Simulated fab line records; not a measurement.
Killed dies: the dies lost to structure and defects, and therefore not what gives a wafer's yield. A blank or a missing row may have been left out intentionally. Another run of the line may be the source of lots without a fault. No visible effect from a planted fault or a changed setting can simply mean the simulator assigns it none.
fab line records	flow n5-finfet
record: lots: 7	wafers: 39
route steps=1938 shown SD_EPI_N@269 SD_EPI_P@306 BEOL_M0_SAQP@632 BEOL_M3@993 BEOL_M6@1236
start-h: start of the lot's first displayed wafer, in hours after the record's first day	wait-h: time in hours since the lot's previous step	" unchanged from the row above	L1.1+2: a single row standing in for several wafers	- no value, or no start given	* or withheld: withheld	< > ~ a bound
route shown NAME@n: names a module that has steps shown in the file, with the first one's number in the route	usual: average and standard deviation across the fault-free wafers	same: alike in all rows	chamber/n: place in a boat	sites: readings site by site	_std_site: standard deviation of those values	_edge_site: mean of outer sites minus mean of inner sites	radius-mm: how far each site lies from the wafer's centre	mask NAME#n: copy n	behind: the most recent tool/chamber to have shaped the wafer	hold: the reason the lot was held/the length of the hold in hours/how it ended	device: names the non-switching transistor (n, p or np)	end of line: the route-end tests of the same wafers	step lacking rows: just its recipe	killed: not the wafer's yield, but the dies lost to structure and defects at the first sort	map: shows each die of a wafer: x if killed, . if not, _ if none is there
set.NAME: the setting as run; set.NAME@STEP: as run at that earlier step	model.NAME: the simulator's own value behind a step, which no gauge read
lots with deliberately changed settings; one table per step, one row per wafer
== steps ==
step: N5_SD_EPI_N_DEVELOP_08
recipe: develop-time-s: 30	developer: TMAH	resist: CAR-ArF-block	dev-temp-c: 23	rinse-liquid: diw	dry: air-spin
lot.wafer	tool	chamber	start-h	wait-h	set.develop-time-s
L075.1+4+6	litho-track-01	0	-	-	30
L075.2+3+5	"	0	"	"	36.9
L079.1+3+6	litho-track-05	0	-	-	30
L079.2+4+5	"	0	"	"	43.42
L083.1+5+6	litho-track-05	0	-	-	47.6
L083.2+3+4	"	0	"	"	30
L087.1+2+4	litho-track-01	0	-	-	42.56
L087.3+5+6	"	0	"	"	30
L090.1+2+4	litho-track-05	0	-	-	30
L092.1+4+5	litho-track-02	0	-	-	30
L092.2+3+6	"	0	"	"	19.17
L096.1+2+5	litho-track-02	0	-	-	30
L096.3+4+6	"	0	"	"	38.79
step: N5_SD_EPI_N_CD_MEAS_09
recipe: target-cd-nm: 120	landing-energy-ev: 500	detector: se-inlens
usual: cd-nm: 120.1/0.72
lot.wafer	tool	chamber	start-h	wait-h	set.develop-time-s@SD_EPI_N_DEVELOP_08	cd-nm
L075.1	cd-sem-02	0	55.27	-	30	119.9
L075.2	"	0	"	"	36.9	120.9
L075.3	"	0	"	"	36.9	122.0
L075.4	"	0	"	"	30	120.0
L075.5	"	0	"	"	36.9	121.1
L075.6	"	0	"	"	30	120.4
L079.1	cd-sem-03	0	78.51	-	30	119.6
L079.2	"	0	"	"	43.42	121.2
L079.3	"	0	"	"	30	119.1
L079.4	"	0	"	"	43.42	123.0
L079.5	"	0	"	"	43.42	122.3
L079.6	"	0	"	"	30	118.6
L083.1	cd-sem-02	0	103.11	-	47.6	121.9
L083.2	"	0	"	"	30	120.3
L083.3	"	0	"	"	30	120.5
L083.4	"	0	"	"	30	119.8
L083.5	"	0	"	"	47.6	122.1
L083.6	"	0	"	"	47.6	122.8
L087.1	cd-sem-02	0	131.62	-	42.56	122.1
L087.2	"	0	"	"	42.56	122.4
L087.3	"	0	"	"	30	121.4
L087.4	"	0	"	"	42.56	122.4
L087.5	"	0	"	"	30	121.4
L087.6	"	0	"	"	30	120.4
L090.1	cd-sem-01	0	145.07	-	30	120.5
L090.2	"	0	"	"	30	119.6
L090.4	"	0	"	"	30	119.8
L092.1	cd-sem-02	0	157.98	-	30	120.2
L092.2	"	0	"	"	19.17	117.2
L092.3	"	0	"	"	19.17	117.9
L092.4	"	0	"	"	30	120.2
L092.5	"	0	"	"	30	120.4
L092.6	"	0	"	"	19.17	117.7
L096.1	cd-sem-02	0	180.69	-	30	120.5
L096.2	"	0	"	"	30	119.6
L096.3	"	0	"	"	38.79	120.9
L096.4	"	0	"	"	38.79	120.9
L096.5	"	0	"	"	30	119.4
L096.6	"	0	"	"	38.79	120.5
step: N5_SD_EPI_N_DESCUM_14
recipe: chemistry: O2	time-s: 7.9	source-power-w: 50	bias-power-w: 20	pressure-mtorr: 20	rf-frequency-hz: 2.712e+07	temp-c: 40	resist: CAR-ArF-block	o2-flow-sccm: 225
lot.wafer	tool	chamber	start-h	wait-h	set.develop-time-s@SD_EPI_N_DEVELOP_08	model.SD_EPI_N.cd-nm
L075.1+4	rie-diel-02	2	55.49	0.2	30	120
L075.2	"	3	"	"	36.9	121.2
L075.3	"	1	"	"	36.9	121.8
L075.5	"	3	"	"	36.9	121.6
L075.6	"	1	"	"	30	120.4
L079.1	rie-diel-03	2	78.60	0.0	30	119.4
L079.2	"	1	"	"	43.42	121.4
L079.3	"	3	"	"	30	119.2
L079.4	"	0	"	"	43.42	122.6
L079.5	"	2	"	"	43.42	122.4
L079.6	"	1	"	"	30	118.8
L083.1	rie-diel-05	3	103.34	0.2	47.6	121.8
L083.2	"	2	"	"	30	120.8
L083.3	"	0	"	"	30	120.6
L083.4	"	1	"	"	30	119.8
L083.5	"	3	"	"	47.6	122.2
L083.6	"	2	"	"	47.6	123
L087.1	rie-diel-02	2	131.72	0.0	42.56	122
L087.2+4	"	1,0	"	"	42.56	122.4
L087.3	"	3	"	"	30	121
L087.5	"	0	"	"	30	121.2
L087.6	"	3	"	"	30	120.4
L090.1	rie-diel-02	1	145.16	0.0	30	120.4
L090.2	"	3	"	"	30	119.4
L090.4	"	0	"	"	30	120
L092.1+5	rie-diel-05	1	158.66	0.6	30	120.4
L092.2	"	3	"	"	19.17	117.2
L092.3	"	2	"	"	19.17	118.2
L092.4	"	0	"	"	30	120.2
L092.6	"	2	"	"	19.17	117.8
L096.1	rie-diel-03	2	180.78	0.0	30	120.4
L096.2	"	1	"	"	30	119.2
L096.3	"	0	"	"	38.79	120.6
L096.4	"	2	"	"	38.79	121
L096.5	"	1	"	"	30	119.4
L096.6	"	0	"	"	38.79	120.8
step: N5_SD_EPI_N_ETCH_34
recipe: chemistry: CF4	target: SiARC	target-depth-a: 455	mask-material: CAR-ArF-block	time-s: 75.8	ion-energy-ev: 80	pressure-mtorr: 40	source-w: 545	bias-w: 36	Ar_flow_sccm: 100	cf4-flow-sccm: 100	ends: cleared
lot.wafer	tool	chamber	start-h	wait-h	set.develop-time-s@SD_EPI_N_DEVELOP_08	model.SD_EPI_N.cd-nm
L075.1+4	rie-diel-02	2	55.53	0.0	30	119.6
L075.2	"	3	"	"	36.9	121.6
L075.3+5	"	1,3	"	"	36.9	121.8
L075.6	"	1	"	"	30	120.2
L079.1	rie-diel-03	2	78.64	0.0	30	119.2
L079.2	"	1	"	"	43.42	121.4
L079.3	"	3	"	"	30	119
L079.4	"	0	"	"	43.42	122.4
L079.5	"	2	"	"	43.42	122.2
L079.6	"	1	"	"	30	118.6
L083.1	rie-diel-05	3	103.37	0.0	47.6	122
L083.2	"	2	"	"	30	120.6
L083.3	"	0	"	"	30	120.8
L083.4	"	1	"	"	30	119.4
L083.5	"	3	"	"	47.6	122.2
L083.6	"	2	"	"	47.6	122.8
L087.1	rie-diel-02	2	131.75	0.0	42.56	121.8
L087.2	"	1	"	"	42.56	122.2
L087.3+5	"	3,0	"	"	30	121.2
L087.4	"	0	"	"	42.56	122.4
L087.6	"	3	"	"	30	120.6
L090.1	rie-diel-02	1	145.19	0.0	30	120.2
L090.2	"	3	"	"	30	119.6
L090.4	"	0	"	"	30	120
L092.1+5	rie-diel-05	1	158.69	0.0	30	120.6
L092.2	"	3	"	"	19.17	117.6
L092.3	"	2	"	"	19.17	118.4
L092.4	"	0	"	"	30	120.4
L092.6	"	2	"	"	19.17	118
L096.1	rie-diel-03	2	180.81	0.0	30	120.2
L096.2	"	1	"	"	30	119
L096.3	"	0	"	"	38.79	120.6
L096.4	"	2	"	"	38.79	121
L096.5	"	1	"	"	30	119.2
L096.6	"	0	"	"	38.79	120.8
step: N5_SD_EPI_P_DESCUM_14
recipe: chemistry: O2	time-s: 7.9	source-power-w: 50	bias-power-w: 20	pressure-mtorr: 20	rf-frequency-hz: 2.712e+07	temp-c: 40	resist: CAR-ArF-block	o2-flow-sccm: 225
lot.wafer	tool	chamber	start-h	wait-h	set.time-s	model.CAR-ArF-block_of_SD_EPI_P_COAT_03.thk-nm
L075.1+4	rie-diel-06	0,1	60.23	0.0	7.9	144
L075.2+3	"	2,3	"	"	7.9	143.8
L075.5+6	"	1,0	"	"	7.9	144.2
L079.1	rie-diel-01	3	83.04	0.0	5.16	144.6
L079.2	"	0	"	"	5.16	144.8
L079.3+4	"	2,1	"	"	7.9	143.2
L079.5	"	3	"	"	5.16	145
L079.6	"	0	"	"	7.9	143.4
L083.1	rie-diel-01	3	107.88	0.1	3.966	145.4
L083.2	"	1	"	"	3.966	145.8
L083.3+5+6	"	2,0,3	"	"	7.9	143.2
L083.4	"	0	"	"	3.966	145.6
L087.1+3	rie-diel-01	1,0	136.77	0.1	3.288	146.6
L087.2	"	2	"	"	3.288	146.8
L087.4	"	3	"	"	7.9	144.2
L087.5	"	2	"	"	7.9	143.8
L087.6	"	1	"	"	7.9	143.4
L090.1	rie-diel-04	3	150.21	0.0	7.9	143.4
L090.2	"	2	"	"	7.9	143.6
L090.4	"	1	"	"	7.9	143
L092.1+4	rie-diel-06	3,0	164.40	0.0	7.9	144.2
L092.2+3+5	"	2,1,1	"	"	7.9	143.8
L092.6	"	2	"	"	7.9	144
L096.1	rie-diel-01	3	186.18	0.0	5.046	145.8
L096.2	"	0	"	"	7.9	143.8
L096.3	"	1	"	"	5.046	145.6
L096.4	"	3	"	"	5.046	145.4
L096.5	"	0	"	"	7.9	143.2
L096.6	"	1	"	"	7.9	143.6
step: N5_BEOL_M0_SAQP_PECVD_00
recipe: material: SiCN	target-thk-a: 80	temp-c: withheld	precursor: 3MS/NH3	pressure-torr: 3	rf-w: 202	time-s: 14
lot.wafer	tool	chamber	start-h	wait-h	set.time-s	model.SiCN_of_BEOL_M0_SAQP_PECVD_00.thk-nm
L075.1+2+5	pecvd-04	1,2,2	111.28	0.2	14	8
L075.3+4	"	0	"	"	14	8.2
L075.6	"	1	"	"	14	8.4
L079.1	pecvd-02	1	136.09	0.2	14	7.8
L079.2+4+5	"	0,1,0	"	"	14	8.2
L079.3+6	"	2	"	"	14	8
L083.1+5	pecvd-01	2,0	161.10	0.2	14	8
L083.2+3	"	0	"	"	8.342	4.6
L083.4	"	2	"	"	14	8.2
L083.6	"	2	"	"	8.342	4.8
L087.1+2+4	pecvd-04	2,1,2	194.00	0.2	14	8.2
L087.3+5	"	0	"	"	14	8
L087.6	"	1	"	"	14	8.4
L090.1	pecvd-04	2	206.23	0.2	14	8
L090.2	"	0	"	"	14	7.8
L090.4	"	2	"	"	14	8.2
L092.1+3	pecvd-04	1,0	217.06	0.2	14	7.8
L092.2	"	2	"	"	20.91	11.8
L092.4	"	0	"	"	14	8
L092.5+6	"	2,1	"	"	20.91	12
L096.1+3	pecvd-01	0,1	235.90	0.2	14	7.8
L096.2	"	2	"	"	18.73	10.6
L096.4+5	"	1,0	"	"	18.73	10.4
L096.6	"	2	"	"	14	8.2
step: N5_BEOL_M3_CVD_47
recipe: material: Co	target-thk-a: 30	temp-c: withheld	precursor: CCTBA/H2	pressure-torr: 30	time-s: 223.8
lot.wafer	tool	chamber	start-h	wait-h	set.target-thk-a	model.Co_of_BEOL_M3_CVD_47.thk-nm
L075.1+2	cvd-co-01	2,0	193.40	0.0	37.41	3.8
L075.3+4+5	"	1,2,1	"	"	30	3
L075.6	"	0	"	"	37.41	3.6
L079.1+4	cvd-co-02	0	213.50	0.0	43.93	4.4
L079.2	"	2	"	"	30	3.2
L079.3+5	"	1	"	"	30	3
L079.6	"	2	"	"	43.93	4.6
L083.1+2+5	cvd-co-01	1,0,1	267.80	0.1	15.7	1.6
L083.3+4+6	"	2,0,2	"	"	30	3
L087.1+5	cvd-co-02	1	272.83	0.0	30	3
L087.2+3+6	"	2,0,0	"	"	12.58	1.2
L087.4	"	2	"	"	30	3.2
L090.1+2+4	cvd-co-02	1,2,1	285.59	0.0	30	3
L092.1+3	cvd-co-02	2,1	307.07	0.5	30	3.2
L092.2+4+5+6	"	0,2,0,1	"	"	30	3
L096.1+6	cvd-co-02	0,2	323.55	0.3	30	3.2
L096.2	"	1	"	"	30	3
L096.3+4+5	"	2,1,0	"	"	20.23	2.2
step: N5_BEOL_M6_VIA_ETCH_34
recipe: chemistry: C4F6/O2	target: SiCOH_lowk	target-depth-a: 1263	mask-material: SOC	taper-deg: 4	time-s: 50.9	ion-energy-ev: 250	pressure-mtorr: 30	source-w: 345	bias-w: 185	Ar_flow_sccm: 300	C4F6_flow_sccm: 10	O2_flow_sccm: 10
lot.wafer	tool	chamber	start-h	wait-h	set.time-s	model.etch.depth-nm	model.SOC_of_BEOL_M6_COAT_63.thk-nm	model.BEOL_M6.cd-nm
L075.1	rie-diel-03	0	250.54	0.0	50.9	125.6	54	40.2
L075.2	"	1	"	"	50.9	126.6	54	40.6
L075.3	"	2	"	"	69.28	170.9	51.6	40.6
L075.4	"	3	"	"	50.9	130.6	53.6	40.2
L075.5	"	3	"	"	69.28	178.5	51.2	40.8
L075.6	"	0	"	"	69.28	170.9	51.6	40.4
L079.1	rie-diel-03	1	278.25	0.0	68.18	168	52	40.4
L079.2	"	2	"	"	50.9	125.9	54	40
L079.3	"	3	"	"	68.18	173.7	51.4	40.4
L079.4	"	2	"	"	50.9	126.5	53.6	40
L079.5	"	3	"	"	50.9	130.4	53.6	40
L079.6	"	1	"	"	68.18	168.8	52	40.4
L083.1	rie-diel-02	0	321.35	0.0	50.9	123.7	54.4	40.6
L083.2	"	1	"	"	50.9	124.8	54.2	40.4
L083.3	"	3	"	"	50.9	128.6	54.2	40.2
L083.4	"	2	"	"	50.9	126	54.4	40.4
L083.5	"	1	"	"	50.9	125.7	54.2	40.4
L083.6	"	0	"	"	50.9	123.8	54.6	40.4
L087.1	rie-diel-03	1	325.10	0.0	50.9	125.1	54	40
L087.2	"	0	"	"	50.9	126.5	54	40
L087.3	"	3	"	"	21.98	55.82	57.4	39.2
L087.4	"	2	"	"	21.98	54.78	57.4	39.6
L087.5	"	0	"	"	50.9	126.7	54	40
L087.6	"	1	"	"	21.98	54.55	57.6	39.2
L090.1	rie-diel-05	0	357.12	0.0	50.9	130.6	53.8	40.2
L090.2	"	1	"	"	50.9	126.1	54	40.2
L090.4	"	0	"	"	50.9	130	53.6	40
L092.1	rie-diel-02	0	384.20	0.0	23.78	57.6	57.4	39.6
L092.2	"	3	"	"	50.9	127.2	54	40.4
L092.3	"	1	"	"	23.78	58.93	57.4	39.6
L092.4	"	1	"	"	50.9	125.6	54.2	40.2
L092.5	"	3	"	"	23.78	59.55	57.4	39.6
L092.6	"	0	"	"	50.9	123	54.4	40.2
L096.1	rie-diel-02	3	391.21	0.0	30.51	76.57	56.2	39.6
L096.2	"	2	"	"	30.51	75.71	56.6	39.8
L096.3	"	0	"	"	50.9	123.6	54.4	39.8
L096.4	"	1	"	"	50.9	126.3	54	40
L096.5	"	3	"	"	30.51	77.3	56.6	39.6
L096.6	"	0	"	"	50.9	123.4	54	39.8
== key ==
split: step: N5_SD_EPI_N_DEVELOP_08	setting: develop-time-s	stated: 30	by: wafer
response: step: N5_SD_EPI_N_CD_MEAS_09	reading: cd-nm	change: +0.0467	per: 1%	r: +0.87
response: step: N5_SD_EPI_N_DESCUM_14	reading: model.SD_EPI_N.cd-nm	change: +0.0471	per: 1%	r: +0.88
response: step: N5_SD_EPI_N_ETCH_34	reading: model.SD_EPI_N.cd-nm	change: +0.0486	per: 1%	r: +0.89
split: step: N5_SD_EPI_P_DESCUM_14	setting: time-s	stated: 7.9	by: wafer
response: step: N5_SD_EPI_P_DESCUM_14	reading: model.CAR-ArF-block_of_SD_EPI_P_COAT_03.thk-nm	change: -0.0494	per: 1%	r: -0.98
split: step: N5_BEOL_M0_SAQP_PECVD_00	setting: time-s	stated: 14	by: wafer
response: step: N5_BEOL_M0_SAQP_PECVD_00	reading: model.SiCN_of_BEOL_M0_SAQP_PECVD_00.thk-nm	change: +0.0813	per: 1%	r: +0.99
split: step: N5_BEOL_M3_CVD_47	setting: target-thk-a	stated: 30	by: wafer
response: step: N5_BEOL_M3_CVD_47	reading: model.Co_of_BEOL_M3_CVD_47.thk-nm	change: +0.0305	per: 1%	r: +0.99
split: step: N5_BEOL_M6_VIA_ETCH_34	setting: time-s	stated: 50.9	by: wafer
response: step: N5_BEOL_M6_VIA_ETCH_34	reading: model.etch.depth-nm	change: +1.24	per: 1%	r: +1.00
response: step: N5_BEOL_M6_VIA_ETCH_34	reading: model.SOC_of_BEOL_M6_COAT_63.thk-nm	change: -0.0605	per: 1%	r: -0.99
response: step: N5_BEOL_M6_VIA_ETCH_34	reading: model.BEOL_M6.cd-nm	change: +0.0103	per: 1%	r: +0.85
